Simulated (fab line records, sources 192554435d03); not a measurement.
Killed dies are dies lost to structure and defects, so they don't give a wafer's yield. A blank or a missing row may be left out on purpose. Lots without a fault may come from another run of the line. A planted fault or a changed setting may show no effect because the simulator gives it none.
Split-lot experiment | flow n5_finfet | 7 lots, 21 wafers read, on a route of 1938 steps

THE SPLIT
At N5_BEOL_M11_ILD_DEP_00 (deposits SiCOH lowk from DEMS/porogen, target thk 308.51 nm, time 58 s), the setting time_s was moved away from the recipe's 58 s on 7 of the 21 wafers read, by -7.5% to +9.1%. The other wafers ran this setting at the recipe's value.

FROM THE SPLIT TO THE READING: what the file shows between them, 1 step
- N5_BEOL_M11_CURE_71: cures SiCOH lowk, time 240 s

THE READING
M11_ILD_THK, in nm, at N5_BEOL_M11_THK_MEAS_01. Fault-free wafers of this fab line usually give 270 nm, standard deviation 4.5 nm.

wafer  | tool, chamber at the split | time_s as run, s | against the recipe | M11_ILD_THK, nm | against lot-mates on the recipe
L075.1 | pecvd-01, 0                | 58               | recipe             | 272             | -
L075.3 | pecvd-01, 1                | 58               | recipe             | 270             | -
L075.6 | pecvd-01, 2                | 58               | recipe             | 279             | -
L077.3 | pecvd-03, 1                | 53.64            | -7.5%              | 244             | -23
L077.4 | pecvd-03, 2                | 58               | recipe             | 267             | -
L077.6 | pecvd-03, 0                | 53.64            | -7.5%              | 246             | -21
L082.4 | pecvd-02, 0                | 58               | recipe             | 272             | -
L082.5 | pecvd-02, 2                | 62.9             | +8.4%              | 296             | +24
L082.6 | pecvd-02, 1                | 62.9             | +8.4%              | 303             | +31
L089.2 | pecvd-01, 0                | 58               | recipe             | 275             | -
L089.4 | pecvd-01, 2                | 58               | recipe             | 274             | -
L089.6 | pecvd-01, 0                | 58               | recipe             | 274             | -
L092.2 | pecvd-01, 1                | 58               | recipe             | 266             | -
L092.3 | pecvd-01, 2                | 58               | recipe             | 273             | -
L092.4 | pecvd-01, 1                | 58               | recipe             | 272             | -
L096.2 | pecvd-03, 2                | 58               | recipe             | 269             | -
L096.5 | pecvd-03, 2                | 55.23            | -4.8%              | 259             | -12
L096.6 | pecvd-03, 1                | 58               | recipe             | 273             | -
L097.2 | pecvd-03, 2                | 58               | recipe             | 262             | -
L097.3 | pecvd-03, 0                | 63.27            | +9.1%              | 288             | +26
L097.6 | pecvd-03, 0                | 63.27            | +9.1%              | 293             | +31

THE FIT
A straight line over all 21 wafers: M11_ILD_THK changes by +2.91 nm for each +1% of time_s; r = +0.95; the points scatter about the line by 4.8 nm.
The same after taking each lot's own level away (the mean of its wafers on the recipe; 21 wafers): +3.07 nm for each +1%; r = +0.98; scatter 2.6 nm.
On that fit, the largest move of time_s shifts the reading by 28 nm.
The lots' own levels span 262.0 to 274.3 nm, that is 2.7 times the standard deviation above.
So the lot-to-lot level changes the slope little: the two slopes agree.
Check: with one of the wafers moved furthest among these (+9.1%) left out of the fit, the line predicts +29 nm for it against its lot-mates. It came out at +26 nm against them.

OTHER SPLITS ON THESE WAFERS
These wafers also went through other splits before the reading. Each is held against what the fit with the lots' levels taken away leaves over:
other split on the same wafers  | wafers away from the commonest value | r with M11_ILD_THK (lot level and that fit taken away)
N5_BEOL_M8_ETCH_72 h2_flow_sccm | 6                                    | +0.03
N5_BEOL_M9_DESCUM_16 time_s     | 8                                    | +0.08
N5_BEOL_M10_DEP_56 time_s       | 8                                    | -0.18

THE WHOLE CHAIN: every reading that the file lists as answering this split, in the file's order
step                    | what it does                                                           | reading                                                                                   | change (the file's fit)              | r (the file's)
N5_BEOL_M11_ILD_DEP_00  | deposits SiCOH lowk from DEMS/porogen, target thk 308.51 nm, time 58 s | SiCOH_lowk_of_BEOL_M11_ILD_DEP_00.thk_nm (the simulator's own value, which no gauge read) | +3.44 nm for each +1% of the setting | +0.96
N5_BEOL_M11_CURE_71     | cures SiCOH lowk, time 240 s                                           | SiCOH_lowk_of_BEOL_M11_ILD_DEP_00.thk_nm (the simulator's own value, which no gauge read) | +3.04 nm for each +1% of the setting | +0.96
N5_BEOL_M11_THK_MEAS_01 |                                                                        | M11_ILD_THK                                                                               | +3.04 for each +1% of the setting    | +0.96

THE FILE'S OWN FIT
M11_ILD_THK changes by +3.04 nm for each +1% of time_s, r = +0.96.
